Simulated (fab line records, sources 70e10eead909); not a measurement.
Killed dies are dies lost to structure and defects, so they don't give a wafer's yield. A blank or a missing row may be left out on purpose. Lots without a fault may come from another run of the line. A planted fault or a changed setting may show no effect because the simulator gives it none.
Chamber matching | flow nand_harc | NHARC_A_CONTACT_DEP_24 on pecvd-04: 3 sister chambers
The step deposits SiO2, target thk 500 nm. 6 wafers are shown with their chamber, then 10 later ones without.

WAFERS WITH THEIR CHAMBER
wafer  | chamber | showerhead_vpp_V (V) | heater_power_w (W)
L084.1 | 0       | 1777                 | 649
L084.4 | 0       | 1769                 | 511
L089.4 | 1       | 1824                 | 335
L089.6 | 2       | 1963                 | 537
L086.1 | 1       | 1850                 | 458
L086.3 | 2       | 1916                 | 625

WAFERS WITHOUT THEIR CHAMBER
wafer  | showerhead_vpp_V (V) | heater_power_w (W)
L086.6 | 1937                 | 480
L090.3 | 1846                 | 358
L090.5 | 1853                 | 390
L090.6 | 1758                 | 586
L092.4 | 1756                 | 640
L092.5 | 1849                 | 447
L092.6 | 1921                 | 615
L097.2 | 1757                 | 555
L097.4 | 1921                 | 465
L097.6 | 1847                 | 386

WHICH CHAMBER EACH WENT THROUGH
wafer  | from the rows above | in truth
L086.6 | 2                   | 2
L090.3 | 1                   | 1
L090.5 | 1                   | 1
L090.6 | 0                   | 0
L092.4 | 0                   | 0
L092.5 | 1                   | 1
L092.6 | 2                   | 2
L097.2 | 0                   | 0
L097.4 | 2                   | 2
L097.6 | 1                   | 1
Placed correctly: 10 of 10. Can't be placed from these rows: 0. Placed wrongly: 0.
How it was worked out, from the rows above alone: a wafer's distance from a chamber is the root of the sum, over the readings, of the square of ((its reading less the chamber's mean) divided by the reading's scatter). The wafer belongs to the nearest chamber; if the next one is less than 2 further off, it can't be placed. A chamber's mean is the mean of its shown wafers. The scatter: the root of (the sum of the squares of (reading less its chamber's mean) over the shown wafers, divided by (wafers less chambers)).
